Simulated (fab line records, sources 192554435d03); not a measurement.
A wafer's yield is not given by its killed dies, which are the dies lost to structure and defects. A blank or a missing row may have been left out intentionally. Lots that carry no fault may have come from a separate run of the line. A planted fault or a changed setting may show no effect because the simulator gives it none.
Matching of chambers | flow n5Finfet | N5_BEOL_M8_STRIP_36 on rieDiel-04 has 4 sister chambers
The step strips in N2/H2. 24 wafers are shown with their chamber, then 12 later ones without.

WAFERS, EACH WITH ITS CHAMBER
wafer  | chamber | drypumpMotorCurrentA (A) | showerheadPlenumPTorr (Torr) | throttleValvePct (%)
L074.1 | 2       | 4.8                      | 2.46                         | 23.29
L074.2 | 0       | 5.9                      | 2.41                         | 23.88
L074.3 | 1       | 5.3                      | 2.60                         | 23.67
L079.3 | 3       | 5.6                      | 2.41                         | 23.55
L079.4 | 1       | 5.3                      | 2.60                         | 23.71
L079.6 | 1       | 5.3                      | 2.60                         | 23.71
L081.1 | 3       | 5.7                      | 2.41                         | 23.58
L081.2 | 1       | 5.3                      | 2.60                         | 23.71
L081.3 | 2       | 4.8                      | 2.46                         | 23.32
L081.4 | 0       | 5.9                      | 2.41                         | 23.89
L081.5 | 1       | 5.3                      | 2.60                         | 23.69
L081.6 | 2       | 4.8                      | 2.46                         | 23.31
L085.2 | 0       | 5.9                      | 2.41                         | 23.90
L085.4 | 0       | 5.8                      | 2.41                         | 23.90
L085.6 | 3       | 5.6                      | 2.41                         | 23.55
L086.1 | 3       | 5.7                      | 2.40                         | 23.58
L086.2 | 2       | 4.8                      | 2.45                         | 23.34
L086.4 | 0       | 5.9                      | 2.41                         | 23.89
L084.1 | 2       | 4.8                      | 2.45                         | 23.33
L084.5 | 3       | 5.6                      | 2.40                         | 23.58
L084.6 | 2       | 4.8                      | 2.45                         | 23.34
L088.2 | 1       | 5.3                      | 2.59                         | 23.72
L088.5 | 1       | 5.3                      | 2.59                         | 23.72
L088.6 | 0       | 5.9                      | 2.40                         | 23.90

SIGNATURES, as means of the wafers listed above
reading               | chamber 0 | chamber 1 | chamber 2 | chamber 3 | scatter within a chamber
drypumpMotorCurrentA  | 5.883     | 5.300     | 4.800     | 5.640     | 0.0319
showerheadPlenumPTorr | 2.4083    | 2.5971    | 2.4550    | 2.4060    | 0.00498
throttleValvePct      | 23.8933   | 23.7043   | 23.3217   | 23.5680   | 0.0162
Rule: for a wafer and a chamber, the distance is found by dividing, reading by reading, the gap between the wafer's reading and the chamber's mean by the reading's scatter, squaring, summing and taking the root. The wafer belongs to the nearest chamber; if the next one is less than 2 further off, it can't be placed. How the scatter is found: for the shown wafers, subtract from each reading the mean of its chamber, square and add these, divide the total by (wafers less chambers), then take the root.

WAFERS WITHOUT THEIR CHAMBER
wafer  | drypumpMotorCurrentA (A) | showerheadPlenumPTorr (Torr) | throttleValvePct (%)
L091.1 | 5.9                      | 2.40                         | 23.94
L091.3 | 4.8                      | 2.45                         | 23.35
L091.4 | 4.8                      | 2.45                         | 23.35
L094.1 | 4.8                      | 2.45                         | 23.38
L094.2 | 5.6                      | 2.40                         | 23.60
L094.3 | 5.9                      | 2.40                         | 23.95
L094.4 | 5.3                      | 2.58                         | 23.54
L094.5 | 5.6                      | 2.40                         | 23.60
L094.6 | 5.9                      | 2.40                         | 23.91
L097.4 | 5.7                      | 2.39                         | 23.64
L097.5 | 4.8                      | 2.44                         | 23.37
L097.6 | 5.3                      | 2.58                         | 23.54

WHICH CHAMBER EACH WENT THROUGH
wafer  | from the rows above | in truth
L091.1 | 0                   | 0
L091.3 | 2                   | 2
L091.4 | 2                   | 2
L094.1 | 2                   | 2
L094.2 | 3                   | 3
L094.3 | 0                   | 0
L094.4 | 1                   | 1
L094.5 | 3                   | 3
L094.6 | 0                   | 0
L097.4 | 3                   | 3
L097.5 | 2                   | 2
L097.6 | 1                   | 1
Correct placement for 12 of the 12. Can't be placed from these rows: 0. 0 placed wrongly.
